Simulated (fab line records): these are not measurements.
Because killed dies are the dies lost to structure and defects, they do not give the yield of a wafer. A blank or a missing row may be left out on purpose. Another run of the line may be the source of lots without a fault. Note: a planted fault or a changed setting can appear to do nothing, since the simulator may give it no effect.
3 desks looking at one fault ; flow n5_finfet ; every desk sees just its own numbers, and what lay behind them comes last

## DESK OF THE TOOL OWNER: rie_diel-02
The tool's own readings at N5_BEOL_M8_ETCH_62 (etches SOC in N2/H2, target depth 110 nm, overetch 22 nm, time 165 s): means of the sampled wafers that have a number, for each lot that ran on this tool. The brackets show how far a lot's mean lies from the usual mean; more than 4 standard deviations puts the lot out of limits, marked OUT.
Columns: A = bias_w at N5_BEOL_M8_ETCH_62, usual 150.0 W; B = drypump_motor_current_A at N5_BEOL_M8_ETCH_62, usual 5.5 A; C = oes_product_au at N5_BEOL_M8_ETCH_62, usual 0.68 a.u.; D = rf_vpp_V at N5_BEOL_M8_ETCH_62, usual 524.6 V; E = showerhead_plenum_p_Torr at N5_BEOL_M8_ETCH_62, usual 2.57 Torr; F = throttle_valve_pct at N5_BEOL_M8_ETCH_62, usual 17.76 %
lot;first seen here;A;B;C;D;E;F
L340;day 10 04:02;149.6;5.6;0.59;523.7;2.51;17.94
L351;day 12 12:55;145.4 (-11) OUT;5.7;0.76;516.1;2.65;17.82
This desk's finding: out of limits on L351; first on L351, day 12 12:55 (bias_w at N5_BEOL_M8_ETCH_62). In limits: L340.

## METROLOGY DESK
What the gauges read for every lot (on any tool): the sampled wafers with a number, averaged. The brackets show how far a lot's mean lies from the usual mean; more than 4 standard deviations puts the lot out of limits, marked OUT.
Columns: A = cd_nm at N5_BEOL_M8_CD_MEAS_11, usual 38.3 nm; B = M8_OVL at N5_BEOL_M8_OVL_MEAS_12, usual 0.2 nm
lot;first seen here;A;B
L340;day 10 03:16;38.2;0.4
L351;day 12 12:33;38.7;0.1
L356;day 13 18:25;38.3;0.1
L357;day 14 05:02;38.7;0.5
L361;day 15 02:45;37.7;0.8
This desk found nothing out of limits on any of the 5 lots.

## THE DEFECT DESK
What the inspections along the route counted, lot by lot: means of the sampled wafers that have a number. The brackets show how far a lot's mean lies from the usual mean; more than 4 standard deviations puts the lot out of limits, marked OUT.
Columns: A = raw_defect_count at N5_BEOL_M8_INSPECT_13, usual 389
lot;first seen here;A
L340;day 10 03:19;320
L351;day 12 12:37;368
L356;day 13 18:29;380
L357;day 14 05:05;457
L361;day 15 02:48;360
This desk found nothing out of limits on any of the 5 lots.

## PUT TOGETHER
An alarm could have come from the tool owner's desk at day 12 12:55, on L351.
Metrology desk: nothing out of limits seen.
Nothing out of limits was seen by the defect desk.
The metrology desk has L351 on record, within its limits.
The defect desk has L351 on record, within its limits.
Every lot named ran N5_BEOL_M8_ETCH_62 on rie_diel-02.

## WHAT THE SIMULATOR HAD PUT IN
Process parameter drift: rie_diel-02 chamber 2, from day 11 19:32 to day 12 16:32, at N5_BEOL_M8_ETCH_62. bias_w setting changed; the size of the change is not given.
Shown lots that were struck: L351.
Time in hours from fault onset to the first out-of-limits reading at each desk: the tool owner's desk, 17.
